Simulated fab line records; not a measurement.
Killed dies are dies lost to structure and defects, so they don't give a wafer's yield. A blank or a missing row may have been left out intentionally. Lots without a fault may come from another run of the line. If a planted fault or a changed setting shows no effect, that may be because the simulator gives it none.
Check for tools in common | flow nand_harc | 10 lots and 30 wafers in the sample

## WHAT PROMPTED THE OPENING
At NHARC_A_BLC_CD_MEAS_10 the reading cd_nm is flagged on 2 of 10 lots. Wafers without a fault read 100.2 nm, standard deviation 0.47.
Rule: a lot gets a flag if all its wafers with a number sit over 4 standard deviations from that mean, or if no wafer of it has a number. All remaining lots are regarded as sound.

lot  | measured     | on        | cd_nm (nm), wafer by wafer | flag
L345 | day 17 23:25 | cd_sem-01 | 100.0 100.3 100.3          |
L349 | day 19 01:05 | cd_sem-02 | 101.0 100.6 101.3          |
L352 | day 19 12:41 | cd_sem-03 | 100.1 100.0 100.6          |
L348 | day 19 19:00 | cd_sem-01 | 100.1 100.1 100.3          |
L356 | day 20 06:19 | cd_sem-02 | 99.6 99.9 100.0            |
L359 | day 21 03:16 | cd_sem-03 | 100.7 100.8 100.3          |
L360 | day 21 14:58 | cd_sem-03 | 100.3 99.7 99.9            |
L362 | day 21 17:08 | cd_sem-02 | 89.8 89.9 89.4             | FLAGGED
L363 | day 21 20:14 | cd_sem-03 | 100.8 99.8 100.3           |
L365 | day 22 12:45 | cd_sem-03 | 90.4 89.7 89.6             | FLAGGED
The mean of the flagged lots' numbers is 89.8 nm, -10.4 nm from the usual (-22 standard deviations).

## WHICH TOOL EACH LOT WENT THROUGH
The record holds 2 process steps before the reading, out of a route of 1159 steps. Read each cell as the tool, then ch plus the chambers that the sampled wafers visited, then the start.
lot  | flag    | NHARC_A_CONTACT_STRIP_26                      | NHARC_A_BLC_PEB_08
L345 |         | rie_diel-11 ch 1,3, day 17 23:19 or earlier   | litho_track-01 ch 0, day 17 23:19
L349 |         | rie_diel-11 ch 2,3, day 19 01:00 or earlier   | litho_track-01 ch 0, day 19 01:00
L352 |         | rie_diel-11 ch 1,2,3, day 19 12:37 or earlier | litho_track-06 ch 0, day 19 12:37
L348 |         | rie_diel-08 ch 0,1,3, day 19 18:55 or earlier | litho_track-01 ch 0, day 19 18:55
L356 |         | rie_diel-11 ch 0,2,3, day 20 06:14 or earlier | litho_track-06 ch 0, day 20 06:14
L359 |         | rie_diel-11 ch 0,1, day 21 03:11 or earlier   | litho_track-01 ch 0, day 21 03:11
L360 |         | rie_diel-13 ch 0,3, day 21 14:53 or earlier   | litho_track-01 ch 0, day 21 14:53
L362 | FLAGGED | rie_diel-08 ch 0,1,3, day 21 17:04 or earlier | litho_track-01 ch 0, day 21 17:04
L363 |         | rie_diel-08 ch 0,3, day 21 20:09 or earlier   | litho_track-04 ch 0, day 21 20:09
L365 | FLAGGED | rie_diel-08 ch 0,1,2, day 22 12:40 or earlier | litho_track-01 ch 0, day 22 12:40
What is done by these steps:
- NHARC_A_CONTACT_STRIP_26: strips in O2.
- NHARC_A_BLC_PEB_08: peb time 65 s.
- NHARC_A_BLC_CD_MEAS_10: target cd 100 nm.

## FLAGGED AGAINST TOTAL, ONE TOOL AT A TIME (gauges that did the reading follow at the end)
step                     | tool           | lots run | flagged | share of the flagged lots | sound lots run after its first flagged lot
NHARC_A_CONTACT_STRIP_26 | rie_diel-08    | 4        | 2       | all                       | 1 (L363)
NHARC_A_CONTACT_STRIP_26 | rie_diel-11    | 5        | 0       | none                      | -
NHARC_A_CONTACT_STRIP_26 | rie_diel-13    | 1        | 0       | none                      | -
NHARC_A_BLC_PEB_08       | litho_track-01 | 7        | 2       | all                       | 0
NHARC_A_BLC_PEB_08       | litho_track-04 | 1        | 0       | none                      | -
NHARC_A_BLC_PEB_08       | litho_track-06 | 2        | 0       | none                      | -
NHARC_A_BLC_CD_MEAS_10   | cd_sem-01      | 2        | 0       | none                      | -
NHARC_A_BLC_CD_MEAS_10   | cd_sem-02      | 3        | 1       | some                      | 0
NHARC_A_BLC_CD_MEAS_10   | cd_sem-03      | 5        | 1       | some                      | 0
NHARC_A_CONTACT_STRIP_26 gives no start for some lots, so the hours and the order of its lots are those of NHARC_A_BLC_PEB_08.

## WHAT THE TABLE ALLOWS
Table rows that saw every flagged lot: 2, namely rie_diel-08 at NHARC_A_CONTACT_STRIP_26 and litho_track-01 at NHARC_A_BLC_PEB_08.
- rie_diel-08 at NHARC_A_CONTACT_STRIP_26 ran 4 lots, 2 of them flagged. After the first flagged lot (L363), sound lots still ran on it; a lasting fault on the whole tool would not permit that.
- litho_track-01 at NHARC_A_BLC_PEB_08 ran 7 lots, 2 of them flagged. Its last sound lot is L360 (day 21 14:53), its first flagged lot L362 (day 21 17:04): a fault that began between those two fits. Its own readings (heater_power_total_W, plate_temp_C) fall more than 4 standard deviations out on all wafers of the flagged lots.
litho_track-01 at NHARC_A_BLC_PEB_08 is the single tool remaining.

## WHAT THE SIMULATOR PUT IN
Process parameters drifting: litho_track-01 at NHARC_A_BLC_PEB_08, beginning at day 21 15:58. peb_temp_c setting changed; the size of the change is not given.
Shown lots that were struck: L362, L365. The rule given above showed the same thing.
